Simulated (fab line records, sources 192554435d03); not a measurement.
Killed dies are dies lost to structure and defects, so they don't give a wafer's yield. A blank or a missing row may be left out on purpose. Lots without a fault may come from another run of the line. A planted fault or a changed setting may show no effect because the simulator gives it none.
Problem report in the 8D (eight disciplines) form, filled by code | flow n5_finfet | the parts of the form that need people (team, actions taken, sign-off) are left out

1. THE PROBLEM
killed_at_M4_up at N5_PASSIVATION_PROBE_49 reads a mean of 112 on 1 wafer of 1 lot; wafers without a fault read 14 with a standard deviation of 5.7. That is +17 standard deviations from the usual mean.
First seen on wafer L749.1, day 15 00:46, on prober-02. The record holds 3 wafers of 1 lot with a number at this step. Rule for "out", or "out of limits": more than 4 standard deviations from the usual mean. The other wafers with a number count as sound.

2. WHAT IT IS AND WHAT IT IS NOT
question                    | is                                                                                                   | is not
which readings at this step | killed_at_M4_up, defect_limited_yield, killed_dies, sort_bin_5_function, sort_n_pass, sort_yield_pct | killed_at_M0_to_M3, killed_at_contacts, killed_at_front_end, killed_at_other, killed_open, killed_short, sort_bin_8_speed
which lots                  | L749                                                                                                 | -
which wafers of those lots  | L749.1                                                                                               | L749.5, L749.6
read on which tools         | prober-02                                                                                            | -
when                        | from day 15 00:46                                                                                    | up to then (0 sound wafers); but 2 sound wafers of L749 came after

3. SUSPECTS, AND WHAT RULES EACH OUT
Counting: a tool at a process step up to the reading stays a suspect if it ran every lot that is out. Sound lots after the first of them don't rule it out here, since some wafers of a struck lot are sound.
- rie_diel-02 at N5_BEOL_M14_TRENCH_ETCH_34 (etches SiO2 in C4F8/O2/Ar, target depth 556.65 nm, time 126.9 s): kept. It ran the lot that is out, L749 (day 13 17:49).
- pvd_sputter-02 at N5_BEOL_M15_DEGAS_41 (time 60 s): kept. It ran the lot that is out, L749 (day 14 04:02).
- rie_diel-04 at N5_MIM_TOP_ETCH_STRIP_01 (strips in O2): kept. It ran the lot that is out, L749 (day 14 12:33).
- prober-02 at N5_PASSIVATION_PROBE_49: kept. It ran the lot that is out, L749 (day 15 00:46). Its own readings are out on those wafers: defect_limited_yield, killed_at_M4_up, killed_dies, sort_bin_5_function, sort_n_pass, sort_yield_pct.
- Within rie_diel-02 at N5_BEOL_M14_TRENCH_ETCH_34: the wafers that are out ran in chamber 2; their sound lot-mates ran in chambers 1, 3.
Left after counting: rie_diel-02 at N5_BEOL_M14_TRENCH_ETCH_34, pvd_sputter-02 at N5_BEOL_M15_DEGAS_41, rie_diel-04 at N5_MIM_TOP_ETCH_STRIP_01, prober-02 at N5_PASSIVATION_PROBE_49.

4. THE CAUSE (what the simulator had put in)
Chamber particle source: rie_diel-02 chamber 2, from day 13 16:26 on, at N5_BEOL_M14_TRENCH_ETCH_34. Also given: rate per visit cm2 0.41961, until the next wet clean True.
Counting left 4 suspects, and this tool is among them.

5. THE CHAIN OF EFFECTS, in route order
Each row: a reading whose mean over the struck wafers that have a number lies more than 3 standard deviations from the usual. Only readings for which the record gives a usual standard deviation are gone through. hours: the time from each lot's start at the first step in this table that gives one to its start at this step, as a median over the lots. sigmas: the change in usual standard deviations.
hours | step                    | reading              | usual  | on struck wafers | change | sigmas
0     | N5_PASSIVATION_PROBE_49 | defect_limited_yield | 91.1 % | 83.1             | -8.0   | -6.2
0     | N5_PASSIVATION_PROBE_49 | killed_at_M4_up      | 14     | 112              | +98    | +17
0     | N5_PASSIVATION_PROBE_49 | killed_dies          | 105    | 199              | +94    | +6.3
0     | N5_PASSIVATION_PROBE_49 | sort_bin_5_function  | 5.3 %  | 9.8              | +4.5   | +5.6
0     | N5_PASSIVATION_PROBE_49 | sort_n_pass          | 1075   | 981              | -94    | -6.3
0     | N5_PASSIVATION_PROBE_49 | sort_yield_pct       | 91.1 % | 83.1             | -8.0   | -6.2
The process steps in it:
- N5_PASSIVATION_PROBE_49

6. WHAT WOULD HAVE CAUGHT IT SOONER
In this record the first reading out of limits was taken at day 15 00:46, 32 hours after the fault began at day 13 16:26.
Of the tool readings at N5_BEOL_M14_TRENCH_ETCH_34 for which the record gives a usual standard deviation, none was out on any struck wafer, so an alarm limit of 4 standard deviations on them would not have fired.
All the lots that are out (1) had begun N5_BEOL_M14_TRENCH_ETCH_34 on rie_diel-02 by day 15 00:46. A hold on the tool at that time would have spared none of them.
